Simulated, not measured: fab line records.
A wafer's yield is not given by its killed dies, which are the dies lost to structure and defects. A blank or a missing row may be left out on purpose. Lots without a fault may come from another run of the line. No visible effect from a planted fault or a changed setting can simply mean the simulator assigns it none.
Chamber matching || flow nand-harc || NHARC_P_CONTACT_DESCUM_17 on rie-diel-06 has 4 sister chambers
The step chemistry O2, time 3 s. 22 wafers are shown with their chamber, then 11 later ones without.

## EACH WAFER AND ITS CHAMBER
{"wafer": "L074.1", "chamber": 1, "drypump-motor-current-A (A)": 6.0, "chamber-pressure-mTorr (mTorr)": 60.05, "oes-product-au (a.u.)": 0.986}
{"wafer": "L074.4", "chamber": 2, "drypump-motor-current-A (A)": 5.1, "chamber-pressure-mTorr (mTorr)": 60.00, "oes-product-au (a.u.)": 0.989}
{"wafer": "L074.5", "chamber": 0, "drypump-motor-current-A (A)": 5.8, "chamber-pressure-mTorr (mTorr)": 60.07, "oes-product-au (a.u.)": 0.999}
{"wafer": "L076.1", "chamber": 0, "drypump-motor-current-A (A)": 5.8, "chamber-pressure-mTorr (mTorr)": 60.03, "oes-product-au (a.u.)": 1.015}
{"wafer": "L076.2", "chamber": 2, "drypump-motor-current-A (A)": 5.1, "chamber-pressure-mTorr (mTorr)": 59.98, "oes-product-au (a.u.)": 0.995}
{"wafer": "L076.6", "chamber": 3, "drypump-motor-current-A (A)": 6.0, "chamber-pressure-mTorr (mTorr)": 59.96, "oes-product-au (a.u.)": 1.010}
{"wafer": "L080.1", "chamber": 1, "drypump-motor-current-A (A)": 6.0, "chamber-pressure-mTorr (mTorr)": 60.03, "oes-product-au (a.u.)": 1.006}
{"wafer": "L080.2", "chamber": 3, "drypump-motor-current-A (A)": 6.0, "chamber-pressure-mTorr (mTorr)": 59.99, "oes-product-au (a.u.)": 1.002}
{"wafer": "L080.3", "chamber": 0, "drypump-motor-current-A (A)": 5.8, "chamber-pressure-mTorr (mTorr)": 60.03, "oes-product-au (a.u.)": 1.006}
{"wafer": "L082.2", "chamber": 2, "drypump-motor-current-A (A)": 5.0, "chamber-pressure-mTorr (mTorr)": 60.05, "oes-product-au (a.u.)": 1.006}
{"wafer": "L082.3", "chamber": 3, "drypump-motor-current-A (A)": 6.0, "chamber-pressure-mTorr (mTorr)": 59.95, "oes-product-au (a.u.)": 1.002}
{"wafer": "L082.6", "chamber": 2, "drypump-motor-current-A (A)": 5.0, "chamber-pressure-mTorr (mTorr)": 60.07, "oes-product-au (a.u.)": 0.993}
{"wafer": "L081.1", "chamber": 3, "drypump-motor-current-A (A)": 6.0, "chamber-pressure-mTorr (mTorr)": 59.99, "oes-product-au (a.u.)": 0.995}
{"wafer": "L081.4", "chamber": 2, "drypump-motor-current-A (A)": 5.0, "chamber-pressure-mTorr (mTorr)": 60.02, "oes-product-au (a.u.)": 0.996}
{"wafer": "L081.6", "chamber": 0, "drypump-motor-current-A (A)": 5.8, "chamber-pressure-mTorr (mTorr)": 60.03, "oes-product-au (a.u.)": 1.000}
{"wafer": "L086.1", "chamber": 0, "drypump-motor-current-A (A)": 5.8, "chamber-pressure-mTorr (mTorr)": 60.03, "oes-product-au (a.u.)": 0.991}
{"wafer": "L086.2", "chamber": 1, "drypump-motor-current-A (A)": 6.0, "chamber-pressure-mTorr (mTorr)": 60.04, "oes-product-au (a.u.)": 0.994}
{"wafer": "L086.4", "chamber": 2, "drypump-motor-current-A (A)": 5.1, "chamber-pressure-mTorr (mTorr)": 60.07, "oes-product-au (a.u.)": 1.005}
{"wafer": "L087.1", "chamber": 2, "drypump-motor-current-A (A)": 5.1, "chamber-pressure-mTorr (mTorr)": 60.08, "oes-product-au (a.u.)": 1.003}
{"wafer": "L087.4", "chamber": 0, "drypump-motor-current-A (A)": 5.8, "chamber-pressure-mTorr (mTorr)": 60.05, "oes-product-au (a.u.)": 1.007}
{"wafer": "L087.5", "chamber": 0, "drypump-motor-current-A (A)": 5.8, "chamber-pressure-mTorr (mTorr)": 59.96, "oes-product-au (a.u.)": 1.008}
{"wafer": "L089.1", "chamber": 3, "drypump-motor-current-A (A)": 6.0, "chamber-pressure-mTorr (mTorr)": 59.96, "oes-product-au (a.u.)": 1.025}

SIGNATURES (means of the wafers above)
{"reading": "drypump-motor-current-A", "chamber 0": 5.800, "chamber 1": 6.000, "chamber 2": 5.057, "chamber 3": 6.000, "scatter within a chamber": 0.0309}
{"reading": "chamber-pressure-mTorr", "chamber 0": 60.0286, "chamber 1": 60.0400, "chamber 2": 60.0386, "chamber 3": 59.9700, "scatter within a chamber": 0.0312}
{"reading": "oes-product-au", "chamber 0": 1.00371, "chamber 1": 0.99533, "chamber 2": 0.99814, "chamber 3": 1.00680, "scatter within a chamber": 0.00865}
Rule: for each reading, subtract the chamber's mean from the wafer's reading, divide by that reading's scatter and square the result; add these up over the readings and take the root, which gives the wafer's distance from the chamber. If the next closest chamber is less than 2 further off than the closest, the wafer can't be placed; otherwise it belongs to the closest. The scatter: take each reading less its chamber's mean, square it, sum over the shown wafers, divide by the number of wafers less the number of chambers, and take the root.

## WAFERS MISSING THEIR CHAMBER
{"wafer": "L089.4", "drypump-motor-current-A (A)": 6.0, "chamber-pressure-mTorr (mTorr)": 60.04, "oes-product-au (a.u.)": 1.012}
{"wafer": "L089.5", "drypump-motor-current-A (A)": 6.0, "chamber-pressure-mTorr (mTorr)": 60.01, "oes-product-au (a.u.)": 1.008}
{"wafer": "L090.1", "drypump-motor-current-A (A)": 6.0, "chamber-pressure-mTorr (mTorr)": 59.93, "oes-product-au (a.u.)": 0.995}
{"wafer": "L090.3", "drypump-motor-current-A (A)": 6.0, "chamber-pressure-mTorr (mTorr)": 60.02, "oes-product-au (a.u.)": 1.006}
{"wafer": "L090.6", "drypump-motor-current-A (A)": 6.0, "chamber-pressure-mTorr (mTorr)": 60.02, "oes-product-au (a.u.)": 0.998}
{"wafer": "L091.2", "drypump-motor-current-A (A)": 6.0, "chamber-pressure-mTorr (mTorr)": 60.00, "oes-product-au (a.u.)": 0.990}
{"wafer": "L091.4", "drypump-motor-current-A (A)": 6.0, "chamber-pressure-mTorr (mTorr)": 60.06, "oes-product-au (a.u.)": 1.003}
{"wafer": "L091.6", "drypump-motor-current-A (A)": 5.8, "chamber-pressure-mTorr (mTorr)": 60.00, "oes-product-au (a.u.)": 0.993}
{"wafer": "L093.2", "drypump-motor-current-A (A)": 6.1, "chamber-pressure-mTorr (mTorr)": 60.05, "oes-product-au (a.u.)": 0.989}
{"wafer": "L093.3", "drypump-motor-current-A (A)": 5.1, "chamber-pressure-mTorr (mTorr)": 60.09, "oes-product-au (a.u.)": 0.991}
{"wafer": "L093.4", "drypump-motor-current-A (A)": 6.0, "chamber-pressure-mTorr (mTorr)": 59.94, "oes-product-au (a.u.)": 0.996}

## EACH ONE'S CHAMBER
{"wafer": "L089.4", "from the rows above": "can't be placed: 1 or 3", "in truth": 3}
{"wafer": "L089.5", "from the rows above": "can't be placed: 3 or 1", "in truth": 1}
{"wafer": "L090.1", "from the rows above": "can't be placed: 3 or 1", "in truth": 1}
{"wafer": "L090.3", "from the rows above": "can't be placed: 1 or 3", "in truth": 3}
{"wafer": "L090.6", "from the rows above": "can't be placed: 1 or 3", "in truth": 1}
{"wafer": "L091.2", "from the rows above": "can't be placed: 1 or 3", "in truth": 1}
{"wafer": "L091.4", "from the rows above": "can't be placed: 1 or 3", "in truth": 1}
{"wafer": "L091.6", "from the rows above": 0, "in truth": 0}
{"wafer": "L093.2", "from the rows above": "can't be placed: 1 or 3", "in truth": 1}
{"wafer": "L093.3", "from the rows above": 2, "in truth": 2}
{"wafer": "L093.4", "from the rows above": "can't be placed: 3 or 1", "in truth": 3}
Correctly placed: 2 of 11. Can't be placed from these rows: 9 (the true chamber is among the candidates in 9). Placed wrongly: 0.
